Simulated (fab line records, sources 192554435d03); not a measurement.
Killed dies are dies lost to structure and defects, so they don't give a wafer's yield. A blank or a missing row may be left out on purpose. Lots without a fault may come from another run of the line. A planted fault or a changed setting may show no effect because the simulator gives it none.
One fault seen from 2 desks | flow n5_finfet | each desk has only its own numbers; what lay behind them comes last

THE METROLOGY DESK
What the gauges read, lot by lot, whatever tool the lot ran on: means of the sampled wafers that have a number. A lot is out of limits, marked OUT, if its mean lies more than 4 standard deviations from the usual mean; the brackets give that distance. Of its 15 readings 7 are shown: the one that was out of limits first, and those that lie furthest out on some lot.
Columns: A = trench_depth_nm at N5_BEOL_M4_OCD_MEAS_38, usual 55.7 nm; B = M4_THK at N5_BEOL_M4_THK_MEAS_53, usual 40.1 nm; C = M4_RS at N5_BEOL_M4_RS_MEAS_58, usual 0.66 ohm/sq; D = IOFF_P at N5_BEOL_M4_RC_MEAS_101, usual 0.20 nA/um; E = SERP_M4 at N5_BEOL_M4_RC_MEAS_101, usual 193 ohm/um; F = SERP_M4_max_site at N5_BEOL_M4_RC_MEAS_101, usual 206 ohm/um; G = SS_N at N5_BEOL_M4_RC_MEAS_101, usual 71.2 mV/dec
lot  | first seen here | A               | B               | C               | D    | E   | F   | G
L114 | day 7 19:50     | 57.1            | 41.2            | 0.63            | 0.21 | 176 | 188 | 71.8
L113 | day 7 22:47     | 56.6            | 43.0            | 0.60            | 0.21 | 173 | 185 | 71.1
L119 | day 9 05:56     | 69.2 (+12) OUT  | 53.8 (+9.2) OUT | 0.50 (-4.7) OUT | 0.24 | 142 | 151 | 71.7
L120 | day 9 06:24     | 65.7 (+9.1) OUT | 50.1 (+6.7) OUT | 0.54            | 0.21 | 163 | 176 | 71.2
L125 | day 11 03:14    | 68.9 (+12) OUT  | 53.1 (+8.7) OUT | 0.52 (-4.1) OUT | 0.28 | 150 | 162 | 72.9
L130 | day 11 23:20    | 56.2            | 40.9            | 0.64            | 0.20 | 177 | 192 | 71.7
L132 | day 12 14:10    | 55.4            | 39.2            | 0.67            | 0.18 | 207 | 228 | 71.9
L135 | day 13 18:28    | 54.4            | 39.2            | 0.69            | 0.20 | 193 | 201 | 70.7
This desk's finding: out of limits on L119, L120, L125; first on L119, day 9 05:56 (trench_depth_nm at N5_BEOL_M4_OCD_MEAS_38). In limits: L114, L113, L130, L132, L135.

THE TOOL OWNER'S DESK: rie_diel-03
The tool's own readings at N5_BEOL_M4_TRENCH_ETCH_37 (etches SiOC in C4F6/O2, target depth 55.555 nm, time 29.2 s): means of the sampled wafers that have a number, for each lot that ran on this tool. A lot is out of limits, marked OUT, if its mean lies more than 4 standard deviations from the usual mean; the brackets give that distance.
Columns: A = bias_w at N5_BEOL_M4_TRENCH_ETCH_37, usual 185.0 W; B = drypump_motor_current_A at N5_BEOL_M4_TRENCH_ETCH_37, usual 5.7 A; C = oes_product_au at N5_BEOL_M4_TRENCH_ETCH_37, usual 0.80 a.u.; D = rf_vpp_V at N5_BEOL_M4_TRENCH_ETCH_37, usual 668 V; E = showerhead_plenum_p_Torr at N5_BEOL_M4_TRENCH_ETCH_37, usual 2.82 Torr; F = throttle_valve_pct at N5_BEOL_M4_TRENCH_ETCH_37, usual 20.80 %
lot  | first seen here | A     | B   | C    | D   | E    | F
L114 | day 7 19:40     | 185.4 | 5.7 | 0.91 | 673 | 2.82 | 20.84
L113 | day 7 22:38     | 185.5 | 5.6 | 0.94 | 679 | 2.86 | 20.86
L119 | day 9 05:47     | 184.4 | 5.9 | 0.93 | 668 | 2.75 | 20.88
L120 | day 9 06:14     | 184.7 | 5.7 | 0.95 | 674 | 2.80 | 20.86
L125 | day 11 03:05    | 184.9 | 5.4 | 1.01 | 678 | 2.83 | 20.86
This desk's finding: nothing out of limits on any of the 5 lots.

PUT TOGETHER
The metrology desk could have raised an alarm at day 9 05:56, on L119, L120, L125.
The tool owner's desk saw nothing out of limits.
The tool owner's desk has L119, L120, L125 on record, within its limits.
Of the lots named, all ran N5_BEOL_M4_TRENCH_ETCH_37 on rie_diel-03.

WHAT THE SIMULATOR HAD PUT IN
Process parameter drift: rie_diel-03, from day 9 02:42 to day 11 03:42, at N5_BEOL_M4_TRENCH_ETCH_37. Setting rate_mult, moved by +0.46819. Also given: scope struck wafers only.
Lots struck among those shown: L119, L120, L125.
Hours from the fault's start to each desk's first reading out of limits: the metrology desk, 3.
